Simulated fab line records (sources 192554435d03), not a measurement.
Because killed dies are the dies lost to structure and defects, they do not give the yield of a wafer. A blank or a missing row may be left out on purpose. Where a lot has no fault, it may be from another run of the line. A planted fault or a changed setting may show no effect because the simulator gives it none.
Matching of chambers    flow n5Finfet    N5_BEOL_M1_ETCH_74 on rieDiel-05: 4 sister chambers
The step etches underlayer in N2/H2, target depth 6.5 nm, time 5.2 s. 14 wafers are shown with their chamber, then 7 later ones without.

WAFERS WITH THEIR CHAMBER
wafer   chamber  drypumpMotorCurrentA (A)  showerheadPlenumPTorr (Torr)  throttleValvePct (%)
L074.2  2        5.33                      2.50                          17.65
L074.3  3        5.98                      2.61                          18.13
L074.5  3        6.03                      2.61                          18.14
L083.2  1        5.76                      2.65                          17.82
L083.3  0        5.47                      2.62                          18.14
L083.4  2        5.33                      2.49                          17.68
L085.3  2        5.32                      2.49                          17.67
L085.4  1        5.77                      2.65                          17.80
L085.5  1        5.76                      2.65                          17.79
L089.1  3        5.98                      2.60                          18.19
L089.2  1        5.76                      2.65                          17.83
L089.6  1        5.75                      2.64                          17.83
L093.1  1        5.76                      2.64                          17.82
L093.2  2        5.34                      2.48                          17.71

SIGNATURES (averages over the wafers above)
reading                chamber 0  chamber 1  chamber 2  chamber 3  scatter within a chamber
drypumpMotorCurrentA   5.4700     5.7600     5.3300     5.9967     0.0144
showerheadPlenumPTorr  2.6200     2.6467     2.4900     2.6067     0.00632
throttleValvePct       18.1400    17.8150    17.6775    18.1533    0.023
Rule: a wafer lies at a distance from a chamber equal to the root of the sum of squares, over the readings, of (its reading less the chamber's mean, divided by the reading's scatter). The wafer belongs to the nearest chamber; if the next one is less than 2 further off, it can't be placed. The scatter: take each reading less its chamber's mean, square it, sum over the shown wafers, divide by the number of wafers less the number of chambers, and take the root.

WAFERS MISSING THEIR CHAMBER
wafer   drypumpMotorCurrentA (A)  showerheadPlenumPTorr (Torr)  throttleValvePct (%)
L093.5  5.75                      2.64                          17.82
L096.3  5.98                      2.59                          18.18
L096.5  5.97                      2.59                          18.18
L096.6  5.54                      2.61                          18.17
L097.2  5.77                      2.64                          17.84
L097.3  5.53                      2.61                          18.19
L097.5  5.75                      2.64                          17.84

WHICH CHAMBER EACH ONE RAN IN
wafer   from the rows above  in truth
L093.5  1                    1
L096.3  3                    3
L096.5  3                    3
L096.6  0                    0
L097.2  1                    1
L097.3  0                    0
L097.5  1                    1
Correctly placed: 7 of 7. Not placeable from these rows: 0. Placed wrongly: 0.
